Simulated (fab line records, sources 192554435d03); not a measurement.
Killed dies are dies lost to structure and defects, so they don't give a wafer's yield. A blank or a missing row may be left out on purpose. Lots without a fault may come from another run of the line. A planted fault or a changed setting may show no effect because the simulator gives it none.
A struck lot beside a sound one | flow n5_finfet | 19 steps out of a route of 1938
Sound: wafers L280.2, L280.4, L280.5. Struck: wafers L281.3, L281.4, L281.5. The cause comes at the end.
At each step with rows: each side's tool, then ch and its chambers, then its first start. Under that, the readings that differ: sound wafers | struck wafers | difference of the means | sigmas: that difference in standard deviations of wafers without a fault.
alike: readings whose means differ by less than 2 such deviations, and words and numbers that are the same on both sides. not compared: withheld readings, readings that some wafer has no value for, bounds like >300 that may hide the same value, and numbers for which the record gives no deviation and whose values overlap.
The two part at a step that has a row with sigmas, a row that says differs or no value, or rows on one side only. Numbers that don't overlap but have no deviation are shown without sigmas and don't part them. A reading that every wafer of one side lacks parts them only if that side has two wafers or more.

first, 9 steps without rows for these wafers: N5_SD_EPI_P_COAT_35 (time 60 s, resist thk 35 nm); N5_SD_EPI_P_COAT_03 (resist thk 150 nm); N5_SD_EPI_P_EBR_05; N5_SD_EPI_P_SOFTBAKE_04 (time 60 s); N5_SD_EPI_P_EXPOSE_06 (exposes mask SD P BLK, target cd 240 nm); N5_SD_EPI_P_PEB_07 (peb time 60 s); N5_SD_EPI_P_DEVELOP_08 (develop time 30 s); N5_SD_EPI_P_DESCUM_14 (chemistry O2, time 7.9 s); N5_SD_EPI_P_ETCH_36 (etches SiARC in CF4, target depth 45.5 nm, time 75.8 s).
N5_SD_EPI_P_ETCH_37: etches SOC in N2/H2, overetch 108 nm, time 486 s.
  sound on rie_diel-03 ch 0,2, day 3 22:30; struck on rie_diel-03 ch 0,2, day 4 05:16
  reading                                     | sound             | struck            | difference | sigmas
  rf_fwd_power_W (W)                          | 2988 2993 2992    | 2289 2285 2298    | -700       | -74
  rf_vpp_V (V)                                | 242.1 239.1 239.8 | 264.0 264.8 265.3 | +24.4      | +20
  model.SD_EPI_P.cd_nm (nm)                   | 238.2 239.2 238.8 | 234.8 234.6 234.6 | -4.1       |
  model.SiARC_of_SD_EPI_P_COAT_35.thk_nm (nm) | 20 20.2 20.2      | 22.8 22.6 23      | +2.7       |
  alike: drypump_motor_current_A, oes_product_au, showerhead_plenum_p_Torr, throttle_valve_pct
  not compared: rf_hours_counter_h
then, 1 step without rows for these wafers: N5_SD_EPI_P_STRIP_38 (strips in N2/H2).
N5_SD_EPI_P_ETCHBACK_46: etches SiNx in CH3F/O2, stops on SiO2, target depth 17.5 nm.
  sound on rie_diel-03 ch 0,2, day 3 22:59; struck on rie_diel-03 ch 0,2, day 4 05:35
  reading               | sound          | struck         | difference | sigmas
  oes_product_au (a.u.) | 0.65 0.63 0.62 | 0.32 0.42 0.34 | -0.27      | -5
  alike: O2_flow_sccm, drypump_motor_current_A, rf_vpp_V, showerhead_plenum_p_Torr, throttle_valve_pct
  not compared: rf_hours_counter_h
then, 1 step without rows for these wafers: N5_SD_EPI_P_ETCH_47 (etches SiOCN in CH3F/O2, target depth 25 nm).
N5_SD_EPI_P_ETCH_16: etches SiO2 in CHF3/O2, target depth 5 nm.
  sound on rie_diel-03 ch 0,2, day 3 23:17; struck on rie_diel-03 ch 0,2, day 4 05:47
  reading                                     | sound          | struck     | difference | sigmas
  model.SiARC_of_SD_EPI_P_COAT_35.thk_nm (nm) | 11.8 12.2 12.4 | 15 14.4 15 | +3         |
  alike: O2_flow_sccm, drypump_motor_current_A, oes_product_au, rf_fwd_power_W, rf_vpp_V, showerhead_plenum_p_Torr, throttle_valve_pct
  not compared: rf_hours_counter_h
then, 1 step without rows for these wafers: N5_SD_EPI_P_STRIP_50 (strips in CHF3/O2).
N5_SD_EPI_P_SD_RECESS_17: chemistry HBr/Cl2/O2, target depth 39.1 nm, bt time 3 s.
  sound on rie_si-01 ch 1,3, day 3 23:23; struck on rie_si-06 ch 1,2,3, day 4 05:52
  reading                   | sound             | struck            | difference | sigmas
  model.SD_EPI_P.cd_nm (nm) | 238.2 239.4 238.8 | 234.8 234.6 234.6 | -4.1       |
  alike: O2_flow_sccm, drypump_motor_current_A, oes_product_au, throttle_valve_pct
  not compared: rf_hours_counter_h
then, 1 step without rows for these wafers: N5_SD_EPI_P_WET_ETCH_45 (etches SiO2 in dHF, time 10.7 s, target depth 2 nm, rinse time 30 s).
N5_BEOL_M4_RC_MEAS_101:
  the record has rows for the sound wafers here (prober-02 ch 0, day 8 21:43) and none for the struck ones
-- the record jumps here: 10 days lie between the struck wafers' starts before and after (it left off in module BEOL_M4 and takes up again in module PASSIVATION, whose first step shown is number 1936 of the route) --
N5_PASSIVATION_PROBE_49:
  sound on prober-02, day 14 09:43; struck on prober-02, day 14 04:52
  reading                  | sound          | struck         | difference | sigmas
  defect_limited_yield (%) | 91.4 89.9 90.3 | 1.1 7.7 5.1    | -85.9      | -61
  killed_at_front_end      | 38 52 51       | 1118 1010 1056 | +1014      | +92
  killed_dies              | 101 119 115    | 1167 1089 1120 | +1014      | +60
  killed_on_rim            | 17 15 12       | 152 152 152    | +137       | +33
  sort_bin_5_function (%)  | 4.9 5.3 6.5    | 95.7 89.4 91.5 | +86.6      | +88
  sort_n_pass              | 1079 1061 1065 | 13 91 60       | -1014      | -48
  sort_yield_pct (%)       | 91.4 89.9 90.3 | 1.1 7.7 5.1    | -85.9      | -51
  alike: killed_at_M0_to_M3, killed_at_M4_up, killed_at_contacts, killed_at_other, killed_open, killed_short, sort_bin_6_memory, sort_bin_8_speed

WHERE THEY PART
First at N5_SD_EPI_P_ETCH_37; last, within this record, at N5_PASSIVATION_PROBE_49.

WHY: what the simulator had put in
Process parameter drift: rie_diel-03, from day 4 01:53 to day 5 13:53, at N5_SD_EPI_P_ETCH_37. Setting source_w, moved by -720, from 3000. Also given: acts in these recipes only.
